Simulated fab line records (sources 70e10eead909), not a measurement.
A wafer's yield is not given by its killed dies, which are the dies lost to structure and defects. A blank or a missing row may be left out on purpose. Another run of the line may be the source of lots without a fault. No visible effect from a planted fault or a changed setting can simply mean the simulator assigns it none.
Chamber matching + flow nand_harc + NHARC_A_STAIRCASE_ETCH_17 on rie_diel-11: 4 sister chambers
The step etches the open film in C4F8/O2, target depth 100 nm, time 40.5 s. 7 wafers are shown with their chamber, then 7 later ones without.

WAFERS WITH THEIR CHAMBER
| wafer  | chamber | rf_vpp_V (V) | oes_product_au (a.u.) |
|--------|---------|--------------|-----------------------|
| L176.3 | 0       | 886          | 0.945                 |
| L193.3 | 1       | 900          | 0.938                 |
| L194.1 | 1       | 898          | 0.937                 |
| L194.3 | 3       | 890          | 0.954                 |
| L194.4 | 0       | 886          | 0.958                 |
| L197.2 | 3       | 892          | 0.942                 |
| L197.3 | 2       | 891          | 0.938                 |

WAFERS WITHOUT THEIR CHAMBER
| wafer  | rf_vpp_V (V) | oes_product_au (a.u.) |
|--------|--------------|-----------------------|
| L197.6 | 900          | 0.940                 |
| L195.1 | 887          | 0.968                 |
| L195.2 | 894          | 0.944                 |
| L195.5 | 891          | 0.950                 |
| L198.2 | 892          | 0.935                 |
| L198.3 | 907          | 0.944                 |
| L198.6 | 901          | 0.930                 |

WHICH CHAMBER EACH ONE RAN IN
| wafer  | from the rows above          | in truth                   |
|--------|------------------------------|----------------------------|
| L197.6 | 1                            | 1                          |
| L195.1 | can't be placed: 0 or 3      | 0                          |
| L195.2 | can't be placed: 3 or 2 or 1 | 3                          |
| L195.5 | can't be placed: 3 or 2      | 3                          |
| L198.2 | can't be placed: 2 or 3      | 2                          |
| L198.3 | 1                            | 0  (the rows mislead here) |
| L198.6 | 1                            | 1                          |
2 of 7 placed correctly. Cannot be placed on the basis of these rows: 4; the candidates contain the true chamber in 4. Number placed wrongly: 1.
How it was worked out, from the rows above alone: a wafer's distance from a chamber is the root of the sum, over the readings, of the square of ((its reading less the chamber's mean) divided by the reading's scatter). If the next closest chamber is less than 2 further off than the closest, the wafer can't be placed; otherwise it belongs to the closest. A chamber's mean is the mean of its shown wafers. The scatter: the root of (the sum of the squares of (reading less its chamber's mean) over the shown wafers, divided by (wafers less chambers)).
